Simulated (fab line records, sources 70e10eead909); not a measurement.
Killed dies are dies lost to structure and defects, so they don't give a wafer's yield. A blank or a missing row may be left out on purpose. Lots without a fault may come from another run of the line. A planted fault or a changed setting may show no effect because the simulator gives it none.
fab line records | flow nand_harc
record lots=6 wafers=18 last_day=24
route steps=1159 shown A_WL_FILL@813 END@1159
lots that met no fault: from a run of the same line without faults
start_h: hours from the record's first day to the start of the lot's first wafer shown | wait_h: hours since the lot's step before | " the same as in the row above | L1.1+2: a row that stands for several wafers | - no value, or no start given | * or withheld: withheld | < > ~ a bound
route shown NAME@n: a module of which the file shows steps, and the number in the route of the first | usual: mean/standard deviation of fault-free wafers | same: alike in all rows | chamber/n: place in a boat | sites: the reading at each site | _std_site: their standard deviation | _edge_site: outer sites' mean less inner sites' | radius_mm: how far each site lies from the wafer's centre | mask NAME#n: copy n | behind: the tool/chamber that last shaped the wafer | hold: why the lot was held/for how many hours/how that ended | device: the transistor (n, p or np) that didn't switch | end of line: the same wafers' tests at the end of the route | a step without rows: its recipe alone | killed: dies lost to structure and defects at the first sort, not the wafer's yield | map: a wafer's dies, x killed, . not, _ none there
set.NAME: the setting as run; set.NAME@STEP: as run at that earlier step | model.NAME: the simulator's own value behind a step, which no gauge read
lots at some steps of the route; a table a step, a row a wafer
services: from which hour (start_h, from the record's first day; less than 0 if before it) a tool's chamber was out of use, for how many hours, and why
## steps
# step NHARC_A_WL_FILL_CVD_03
# recipe target_thk_a=400 temp_c=300 pressure_torr=40 wf6_flow_sccm=40 h2_flow_sccm=1600 ar_flow_sccm=1560 time_s=3302 material=W
# usual heater_power_w=457/14 throttle_valve_pct=7.90/0.27
# columns lot.wafer tool chamber start_h wait_h heater_power_w throttle_valve_pct
L885.2 cvd_w-02 0 352.54 2.8 471 7.88
L885.4 " 1 353.96 4.2 423 8.24
L885.5 " 1 " " 424 8.13
L892.1 cvd_w-01 1 401.85 3.1 460 7.72
L892.3 " 0 403.28 4.6 458 8.21
L892.6 " 1 " " 469 7.84
L895.1 cvd_w-02 0 418.33 0.8 463 7.41
L895.4 " 0 " " 460 7.48
L895.5 " 0 " " 451 7.85
L901.1 cvd_w-02 1 437.50 3.4 451 8.05
L901.4 " 0 " " 454 7.65
L901.5 " 1 439.39 5.3 447 8.11
L900.2 cvd_w-02 1 439.86 5.7 441 8.11
L900.3 " 1 " " 446 7.88
L900.5 " 0 442.22 8.0 471 7.60
L904.3 cvd_w-01 1 469.63 1.9 459 8.10
L904.5 " 1 471.51 3.8 476 7.92
L904.6 " 1 " " 471 7.84
# step NHARC_A_WL_FILL_ETCHBACK_04
# recipe target_depth_a=600 time_s=120 chemistry=NF3
# step NHARC_A_WL_FILL_ETCHBACK_05
# recipe target_depth_a=220 time_s=60 temp_c=40 chemistry=Cl2/BCl3
# usual drypump_motor_current_A=6.1/0.31 oes_product_au=0.997/0.0076 run_length_s=81.7/0.41
# columns lot.wafer tool chamber start_h wait_h drypump_motor_current_A oes_product_au rf_hours_counter_h run_length_s
L885.2 rie_metal-01 0 356.12 0.2 5.7 0.989 0.5 81.2
L885.4 " 0 " " 5.7 0.984 - 81.3
L885.5 " 1 " " 6.0 0.992 - 81.9
L892.1 rie_metal-03 1 405.65 0.4 6.2 0.988 3.5 82.0
L892.3 " 1 " " 6.1 0.993 - 81.8
L892.6 " 1 " " 6.1 0.994 - 82.4
L895.1 rie_metal-02 0 421.42 0.2 6.7 1.006 0.8 81.6
L895.4 " 0 " " 6.7 0.998 - 82.2
L895.5 " 1 " " 6.4 0.989 - 81.4
L901.1 rie_metal-02 0 440.60 0.2 6.7 0.993 1.6 81.7
L901.4 " 1 " " 6.4 0.999 - 81.3
L901.5 " 0 " " 6.7 1.002 - 81.8
L900.2 rie_metal-01 0 443.50 0.3 5.7 0.996 2.7 81.3
L900.3 " 0 " " 5.7 1.000 - 81.3
L900.5 " 0 " " 5.7 1.002 - 81.2
L904.3 rie_metal-02 1 474.18 0.2 6.4 1.007 - 80.9
L904.5 " 0 " " 6.7 1.009 - 81.8
L904.6 " 1 " " 6.4 0.989 - 81.2
# step NHARC_A_WL_FILL_STRIP_27
# recipe power_w=1500 temp_c=250 time_s=20 chemistry=N2/H2
# usual drypump_motor_current_A=5.3/0.36 heater_power_w=370/30
# columns lot.wafer tool chamber start_h wait_h drypump_motor_current_A heater_power_w rf_hours_counter_h
L885.2 plasma_asher-02 0 356.26 0.1 5.3 360 57
L885.4 " 0 " " 5.3 366 -
L885.5 " 0 " " 5.3 368 -
L892.1 plasma_asher-01 0 405.88 0.2 5.1 354 42
L892.3 " 1 " " 5.9 341 -
L892.6 " 0 " " 5.1 361 -
L895.1 plasma_asher-02 1 421.57 0.1 5.0 418 15
L895.4 " 1 " " 5.0 412 -
L895.5 " 0 " " 5.3 355 -
L901.1 plasma_asher-01 0 440.75 0.1 5.1 357 55
L901.4 " 0 " " 5.1 364 -
L901.5 " 0 " " 5.1 359 -
L900.2 plasma_asher-02 1 443.74 0.2 5.0 412 24
L900.3 " 1 " " 5.0 415 -
L900.5 " 0 " " 5.3 359 -
L904.3 plasma_asher-02 1 474.35 0.2 5.0 416 -
L904.5 " 0 " " 5.3 360 -
L904.6 " 1 " " 5.0 417 -
# step NHARC_A_WL_FILL_STRIP_28
# recipe time_s=1200 temp_c=72.5 chemistry=post_etch_residue_remover
# step NHARC_A_WL_FILL_PRECLEAN_06
# recipe time_s=300 chemistry=DIW
# step NHARC_A_WL_FILL_SRD_07
# step NHARC_A_WL_FILL_ANNEAL_08
# recipe temp_c=450 time_s=1800
# step NHARC_A_WL_FILL_ALD_10
# recipe target_thk_a=500 pulse_time_s=10 ald_cycles=500 temp_c=300 material=SiO2
# step NHARC_A_WL_FILL_ETCHBACK_16
# recipe target_depth_a=880 time_s=17.6 c4f8_flow_sccm=withheld o2_flow_sccm=8 ar_flow_sccm=withheld rf_w=600 bias_w=800 chemistry=C4F8/O2/Ar
# usual oes_product_au=0.987/0.028 rf_vpp_V=724/3.9 run_length_s=38.9/0.41
# columns lot.wafer tool chamber start_h wait_h oes_product_au rf_hours_counter_h rf_vpp_V run_length_s
L885.4 rie_diel-12 1 - - 0.924 6 725 39.2
L885.2 " 2 " " 0.936 6 723 39.1
L885.5 " 1 " " 0.920 - 723 38.9
L892.3 rie_diel-04 2 - - 0.995 8 719 38.5
L892.1 " 0 " " 0.992 9 726 38.1
L892.6 " 3 " " 0.993 - 717 38.9
L895.4 rie_diel-12 3 - - 1.005 2 723 38.8
L895.1 " 0 " " 1.021 2 730 38.4
L895.5 " 3 " " 1.007 - 723 39.3
L900.2 rie_diel-04 1 - - 1.002 11 721 38.8
L900.3 " 3 " " 0.998 9 717 39.0
L900.5 " 1 " " 0.991 - 719 38.8
L901.4 rie_diel-12 3 - - 0.987 2 724 38.7
L901.1 " 0 " " 1.004 2 728 38.3
L901.5 " 3 " " 1.010 - 723 38.6
L904.3 rie_diel-12 2 - - 1.013 4 723 39.0
L904.5 " 1 " " 1.013 - 725 39.4
L904.6 " 2 " " 1.018 - 722 39.1
# step NHARC_A_WL_FILL_STRIP_29
# recipe time_s=20 o2_flow_sccm=500 ar_flow_sccm=0 bias_w=0 chemistry=O2
# usual drypump_motor_current_A=5.9/0.49 oes_product_au=1.003/0.0078 rf_vpp_V=57.8/0.9 showerhead_plenum_p_Torr=3.54/0.12 throttle_valve_pct=17.038/0.0092
# columns lot.wafer tool chamber start_h wait_h drypump_motor_current_A oes_product_au rf_hours_counter_h rf_vpp_V showerhead_plenum_p_Torr throttle_valve_pct
L885.4 rie_diel-12 1 366.55 0.1 5.6 0.999 6 58.4 3.54 17.045
L885.2 " 2 " " 6.5 1.008 6 58.3 3.52 17.034
L885.5 " 0 " " 6.4 1.000 - 58.6 3.73 17.035
L892.1 rie_diel-04 3 419.11 0.1 6.4 1.006 6 58.0 3.33 17.041
L892.3 " 2 " " 6.4 1.000 8 55.5 3.37 17.025
L892.6 " 3 " " 6.4 1.003 - 55.8 3.33 17.038
L895.4 rie_diel-12 2 431.57 0.1 6.4 1.004 2 58.6 3.52 17.042
L895.1 " 0 " " 6.3 1.008 2 57.6 3.73 17.036
L895.5 " 1 " " 5.6 1.001 - 59.6 3.54 17.044
L900.2 rie_diel-04 1 451.73 0.1 5.4 0.993 11 58.6 3.43 17.033
L900.3 " 3 " " 6.4 0.986 9 58.7 3.33 17.022
L900.5 " 0 " " 5.1 1.010 - 59.3 3.64 17.037
L901.4 rie_diel-12 0 457.32 0.1 6.4 1.015 2 57.8 3.73 17.041
L901.1 " 1 " " 5.6 1.017 2 55.3 3.54 17.040
L901.5 " 3 " " 5.5 1.007 - 57.0 3.52 17.056
L904.3 rie_diel-12 2 484.50 0.1 6.4 0.997 4 57.6 3.52 17.039
L904.5 " 1 " " 5.5 0.997 - 57.4 3.54 17.060
L904.6 " 2 " " 6.5 0.994 - 57.5 3.52 17.034
# step NHARC_A_WL_FILL_ETCHBACK_17
# recipe target_depth_a=40 time_s=26.7 chemistry=Cl2/BCl3
# usual drypump_motor_current_A=6.1/0.3 oes_product_au=0.998/0.0073 run_length_s=48.4/0.39
# columns lot.wafer tool chamber start_h wait_h drypump_motor_current_A oes_product_au rf_hours_counter_h run_length_s
L885.2 rie_metal-01 0 366.63 - 5.7 0.996 0.8 48.1
L885.4 " 1 " " 6.0 1.001 - 48.9
L885.5 " 0 " " 5.7 0.994 - 47.8
L892.1 rie_metal-03 0 419.21 - 6.0 1.002 3.5 48.1
L892.3 " 1 " " 6.1 0.988 - 48.5
L892.6 " 1 " " 6.0 0.999 - 49.0
L895.1 rie_metal-03 1 431.65 - 6.1 0.990 4.3 41.3
L895.4 " 0 " " 6.0 0.998 - 40.6
L895.5 " 1 " " 6.1 0.990 - 49.1
L900.2 rie_metal-03 0 451.81 - 6.0 0.989 4.6 48.4
L900.3 " 1 " " 6.1 0.987 - 41.6
L900.5 " 0 " " 6.0 0.995 - 48.0
L901.1 rie_metal-02 0 457.40 - 6.7 1.000 2.1 49.1
L901.4 " 0 " " 6.7 1.009 - 48.4
L901.5 " 0 " " 6.7 1.010 - 48.7
L904.3 rie_metal-01 1 484.64 - 6.0 1.000 - 48.7
L904.5 " 0 " " 5.7 0.993 - 48.2
L904.6 " 1 " " 6.0 1.002 - 49.3
# step NHARC_A_WL_FILL_PRECLEAN_18
# recipe time_s=30 chemistry=dHF
# step NHARC_END_SORT_01
# recipe temp_c=25
# usual killed_at_array=26/9.9 killed_at_other=0.8/1 killed_at_periphery=2.8/2.2 killed_dies=29/9.9 killed_open=3.2/1.8 killed_short=2.1/1.4
# same gross_dies=677
# columns lot.wafer tool chamber start_h wait_h killed_at_array killed_at_other killed_at_periphery killed_dies killed_open killed_short
L892.1 prober-01 0 504.34 2.5 17 1 1 19 1 3
L892.3 prober-01 0 505.93 3.1 9 0 3 12 2 2
L892.6 prober-01 0 508.32 4.0 16 0 3 19 5 3
# killed by level:class
L892.1 A_CHANNEL_HOLE_D1:chamber_film_flake=7 A_STAIRCASE:chamber_film_flake=4 A_CONTACT:chamber_film_flake=2 P_CONTACT:geometric_particle:short=1 A_CHANNEL_FILL_D1:geometric_particle:short=1 A_WL_FILL:geometric_particle:short=1 A_CONTACT:geometric_particle:open=1 A_ZERO_WELL:chamber_film_flake=1
L892.3 A_CHANNEL_HOLE_D1:chamber_film_flake=4 A_CONTACT:chamber_film_flake=2 P_GATE:geometric_particle:open=1 P_CONTACT:geometric_particle:open=1 P_M1:geometric_particle:short=1 A_ONON_D1:geometric_particle:short=1 A_ZERO_WELL:chamber_film_flake=1 A_STAIRCASE:chamber_film_flake=1
L892.6 A_CHANNEL_HOLE_D1:chamber_film_flake=4 A_CONTACT:chamber_film_flake=4 A_STAIRCASE:chamber_film_flake=3 P_CONTACT:geometric_particle:open=2 P_CONTACT:geometric_particle:short=1 A_CHANNEL_HOLE_D1:geometric_particle:short=1 A_CHANNEL_FILL_D1:geometric_particle:short=1 A_CHANNEL_FILL_D1:geometric_particle:open=1
## services
# columns tool chamber start_h hours kind
rie_metal-01 - 332.00 9.0 pm
rie_diel-12 0 333.90 - clean
rie_diel-12 1 333.90 - clean
rie_diel-04 1 349.90 7.5 repair
cvd_w-02 - 357.08 7.8 repair
plasma_asher-02 - 360.25 9.0 pm
rie_metal-03 - 373.55 0.2 repair
cvd_w-02 - 378.09 13.0 pm
rie_diel-12 - 379.40 9.0 pm
cvd_w-01 - 380.59 1.5 repair
rie_metal-02 - 388.00 9.0 pm
rie_metal-03 0 399.59 6.9 repair
rie_metal-01 1 419.95 2.3 repair
rie_metal-01 0 423.28 13.1 repair
rie_diel-04 2 424.68 26.5 repair
plasma_asher-02 - 431.85 0.8 repair
plasma_asher-01 - 442.11 7.0 repair
plasma_asher-01 - 453.00 9.0 pm
rie_metal-03 - 453.00 9.0 pm
rie_metal-02 1 457.55 1.7 repair
rie_diel-04 - 465.97 9.0 pm
rie_metal-02 0 470.58 2.4 repair
cvd_w-01 - 474.74 13.0 pm
rie_diel-04 - 480.29 1.2 repair
## key
first_sign step=NHARC_A_WL_FILL_ETCHBACK_17 reading=run_length_s direction=down sigmas=19 usual=* struck=*
effect none on later readings
met_at NHARC_A_WL_FILL_ETCHBACK_17
struck_wafers L895.1,L895.4,L900.3
tester_left_out L895,L900
onset_between 419.21 431.65
fault kind=process_parameter_drift tool=rie_metal-03 chamber=- onset_h=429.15 steps=NHARC_A_WL_FILL_ETCHBACK_17 channel=time_s offset=* shape=step end_h=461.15 scope=struck_wafers_only acts_in=* stated=*
# tester_left_out: of these lots the tester's yield and bins aren't shown, on N5 and GAA mostly nor the transistor test; their killed dies are dies lost to structure and defects alone, not to doping, threshold or leakage, so they don't give the yield
